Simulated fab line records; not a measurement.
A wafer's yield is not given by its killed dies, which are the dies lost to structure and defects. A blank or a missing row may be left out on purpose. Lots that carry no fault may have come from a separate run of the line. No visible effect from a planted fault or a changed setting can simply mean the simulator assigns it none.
What tool caused it?    flow n5_finfet    Sampling: 14 lots, 37 wafers, 4 of 1938 route steps

== WHAT THE GAUGES READ, wafer by wafer ==
N5_BEOL_M11_INSPECT_13: inspects for defects (brightfield). Usual: raw_defect_count at 411, with a standard deviation of 90.
lot   measured      on                 raw_defect_count  flag
L853  day 10 18:33  defect_inspect-02  446 481 441       
L854  day 10 20:10  defect_inspect-02  454 444           
L855  day 10 20:15  defect_inspect-02  383 379 419       
L852  day 11 08:22  defect_inspect-02  403 344 481       
L857  day 11 13:56  defect_inspect-01  327 296           
L860  day 12 06:59  defect_inspect-01  413 354           
L862  day 13 01:36  defect_inspect-01  531 368 364       
L865  day 13 20:24  defect_inspect-02  496 542           
L866  day 14 02:34  defect_inspect-02  337 476 342       
L869  day 14 10:14  defect_inspect-02  473 313 429       
L870  day 14 22:59  defect_inspect-02  483 476 499       
L871  day 15 05:40  defect_inspect-01  531 569           
L873  day 15 11:33  defect_inspect-01  393 428 440       
L874  day 16 02:41  defect_inspect-01  375 319 370       

N5_BEOL_M11_CD_MEAS_18: pitch 140 nm, target cd 70 nm. Usual: cd_nm at 70.0 nm, with a standard deviation of 0.67.
lot   measured      on         cd_nm (nm)      flag
L853  day 10 19:04  cd_sem-01  70.2 69.7 69.8  
L854  day 10 20:40  cd_sem-02  70.1 70.3       
L855  day 10 20:44  cd_sem-02  69.0 68.8 70.1  
L852  day 11 08:56  cd_sem-03  69.2 69.2 69.6  
L857  day 11 14:26  cd_sem-01  70.2 70.2       
L860  day 12 07:28  cd_sem-02  69.8 69.4       
L862  day 13 02:05  cd_sem-01  70.6 69.0 69.7  
L865  day 13 20:56  cd_sem-02  69.9 70.2       
L866  day 14 03:03  cd_sem-01  70.3 70.4 70.7  
L869  day 14 10:43  cd_sem-03  70.1 70.2 68.8  
L870  day 14 23:45  cd_sem-03  70.4 70.6 70.0  
L871  day 15 06:25  cd_sem-02  70.2 70.3       
L873  day 15 12:02  cd_sem-02  69.2 68.6 69.6  
L874  day 16 03:20  cd_sem-01  69.9 70.0 70.2  

N5_BEOL_M11_OVL_MEAS_29. Usual: V10_OVL gives -0.1 nm (standard deviation 0.72).
lot   measured      on          V10_OVL (nm)    flag
L853  day 10 20:56  overlay-02  -0.7 -1.6 -1.1  
L854  day 10 21:10  overlay-01  0.7 0.2         
L855  day 10 21:20  overlay-02  -0.9 -0.2 0.0   
L852  day 11 09:32  overlay-01  0.0 1.1 -0.3    
L857  day 11 16:31  overlay-01  0.0 -1.0        
L860  day 12 07:53  overlay-01  0.2 0.0         
L862  day 13 04:36  overlay-02  -1.8 -0.5 -0.6  
L865  day 13 23:11  overlay-01  -0.9 -0.2       
L866  day 14 03:29  overlay-02  -0.5 -0.4 -0.2  
L869  day 14 11:33  overlay-01  0.9 -0.5 0.6    
L870  day 15 00:29  overlay-01  0.5 0.6 0.2     
L871  day 15 10:31  overlay-01  0.2 -0.3        
L873  day 15 12:34  overlay-02  -0.1 -0.2 -0.1  
L874  day 16 04:10  overlay-02  1.1 0.2 -0.5    

== WHICH TOOL RAN EACH LOT (tool, then ch and the chambers of the sampled wafers, then the start) ==
lot   N5_BEOL_M11_COAT_22
L853  litho_track-03 ch 0, day 10 20:31
L854  litho_track-04 ch 0, day 10 20:46
L855  litho_track-05 ch 0, day 10 20:49
L852  litho_track-05 ch 0, day 11 09:16
L857  litho_track-03 ch 0, day 11 16:07
L860  litho_track-05 ch 0, day 12 07:37
L862  litho_track-05 ch 0, day 13 04:19
L865  litho_track-04 ch 0, day 13 22:47
L866  litho_track-04 ch 0, day 14 03:05
L869  litho_track-03 ch 0, day 14 11:17
L870  litho_track-04 ch 0, day 15 00:05
L871  litho_track-04 ch 0, day 15 10:07
L873  litho_track-04 ch 0, day 15 12:17
L874  litho_track-04 ch 0, day 16 03:37
- N5_BEOL_M11_COAT_22: resist thk 90 nm.

== AS READ BY THE TOOLS THEMSELVES (means over the sampled wafers that have a number; for cases with no such wafer, the mark the record gives instead) ==
N5_BEOL_M11_COAT_22. Usual: spin_speed_rpm at 1499.8 rpm, with a standard deviation of 0.94.
lot   tool            spin_speed_rpm (rpm)  flag
L853  litho_track-03  1499.2                
L854  litho_track-04  1500.0                
L855  litho_track-05  1499.4                
L852  litho_track-05  1499.5                
L857  litho_track-03  1499.1                
L860  litho_track-05  1595.2                OFF
L862  litho_track-05  1597.8                OFF
L865  litho_track-04  1499.8                
L866  litho_track-04  1500.1                
L869  litho_track-03  1500.2                
L870  litho_track-04  1500.9                
L871  litho_track-04  1501.3                
L873  litho_track-04  1500.0                
L874  litho_track-04  1500.4                

== THE ANSWER, worked out from the rows above alone ==
Rule: lot off if the mean of its wafers having a number is beyond 3 standard deviations from the usual mean. Also off: a lot with no number at a reading for which 4 or more lots have one. Where the step has rows for the other lots, those lots are counted as sound. After the gauges, taken in route order, come the tools' own readings; for these a lot's mean is taken, as printed above. The first step at which some lot is off is used, and at that step the reading that is off furthest; a lot without a number counts as furthest.
Off at N5_BEOL_M11_COAT_22 (spin_speed_rpm): L860, L862.
A tool fits if, at that step or a process step before it, it ran every lot that is off, and no sound lot after the first of them. One fits: N5_BEOL_M11_COAT_22 on litho_track-05. A fault onset in the window from L852 (day 11 09:16, its last sound lot) to L860 (day 12 07:37, its first lot off) fits.
On the lots that are off, the tool's own readings at N5_BEOL_M11_COAT_22 differ by more than 5 times the standard deviation of the sound lots' means, which bears it out; spin_speed_rpm reads 1596.5 rpm there versus 1500.0 rpm on the sound lots.

== WHAT THE SIMULATOR HAD PUT IN ==
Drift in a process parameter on litho_track-05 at N5_BEOL_M11_COAT_22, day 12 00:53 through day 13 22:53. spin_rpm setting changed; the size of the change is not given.
Lots struck among those shown: L860, L862. The rule given above showed the same thing.
